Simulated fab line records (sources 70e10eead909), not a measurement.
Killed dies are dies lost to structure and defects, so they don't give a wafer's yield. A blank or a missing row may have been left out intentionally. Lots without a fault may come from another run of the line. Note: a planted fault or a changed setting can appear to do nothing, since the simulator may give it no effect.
Which tool did it? | flow nand_harc | 6 lots with 18 wafers sampled at 6 steps, on a route of 1159 steps

## WHAT EACH GAUGE READ, for each wafer
NHARC_END_SORT_01.
lot | measured | on | killed_at_array

## WHICH TOOL RAN EACH LOT (tool, then ch and the chambers of the sampled wafers, then the start)
lot  | NHARC_P_CONTACT_DEP_00                     | NHARC_P_CONTACT_ETCH_36                       | NHARC_P_CONTACT_DEGAS_38     | NHARC_P_CONTACT_CVD_23        | NHARC_P_CONTACT_CMP_24
L498 | pecvd-04 ch 0,2, day 5 13:38 or earlier    | rie_diel-02 ch 0,1,3, day 5 13:38 or earlier  | pvd_sputter-01, day 5 13:38  | cvd_w-02 ch 0,1, day 5 14:24  | cmp-02 ch 0,2,3, day 5 15:43
L512 | pecvd-03 ch 1,2, day 9 11:47 or earlier    | rie_diel-13 ch 0,2, day 9 11:47 or earlier    | pvd_sputter-03, day 9 11:47  | cvd_w-01 ch 0,1, day 9 14:44  | cmp-04 ch 0,3, day 9 15:19
L513 | pecvd-04 ch 0,1, day 9 20:02 or earlier    | rie_diel-02 ch 0,2,3, day 9 20:02 or earlier  | pvd_sputter-02, day 9 20:02  | cvd_w-01 ch 1, day 10 02:43   | cmp-03 ch 0,2,3, day 10 03:25
L516 | pecvd-01 ch 0,1,2, day 10 08:39 or earlier | rie_diel-13 ch 1,2,3, day 10 08:39 or earlier | pvd_sputter-02, day 10 08:39 | cvd_w-01 ch 0,1, day 10 11:52 | cmp-03 ch 0,1, day 10 12:32
L519 | pecvd-01 ch 0,1,2, day 10 19:03 or earlier | rie_diel-02 ch 0,2, day 10 19:03 or earlier   | pvd_sputter-01, day 10 19:03 | cvd_w-01 ch 0,1, day 10 22:29 | cmp-02 ch 0,1,2, day 10 23:04
L520 | pecvd-03 ch 0,1,2, day 11 07:09 or earlier | rie_diel-13 ch 2,3, day 11 07:09 or earlier   | pvd_sputter-03, day 11 07:09 | cvd_w-02 ch 0,1, day 11 10:44 | cmp-03 ch 2,3, day 11 11:12
- NHARC_P_CONTACT_DEP_00: deposits SiO2, target thk 500 nm.
- NHARC_P_CONTACT_ETCH_36: etches the open film in N2/H2, target depth 260 nm, time 406.25 s.
- NHARC_P_CONTACT_DEGAS_38: time 60 s.
- NHARC_P_CONTACT_CVD_23: deposits W, target thk 200 nm, time 557 s.
- NHARC_P_CONTACT_CMP_24: polishes, t overpolish 30 s, target thk 200 nm.

## THE ANSWER, worked out from the rows above alone
Rule: what is usual is taken from the lots themselves. The widest of any qualifying gaps counts: lots, ordered by their means at a reading, are off when they make up no more than a third of the lots, leave a main group of 4 or more, and stand apart from it by 3 or more times the standard deviation of that group's means. A main group whose means are all the same, to the digits that the tables above print for the reading, isn't used. Also off: a lot with no number at a reading for which 4 or more lots have one. Any other lot the step has rows for is counted as sound.
Nothing can be told from this: no lot is off at any reading shown.

## WHAT WAS PUT IN BY THE SIMULATOR
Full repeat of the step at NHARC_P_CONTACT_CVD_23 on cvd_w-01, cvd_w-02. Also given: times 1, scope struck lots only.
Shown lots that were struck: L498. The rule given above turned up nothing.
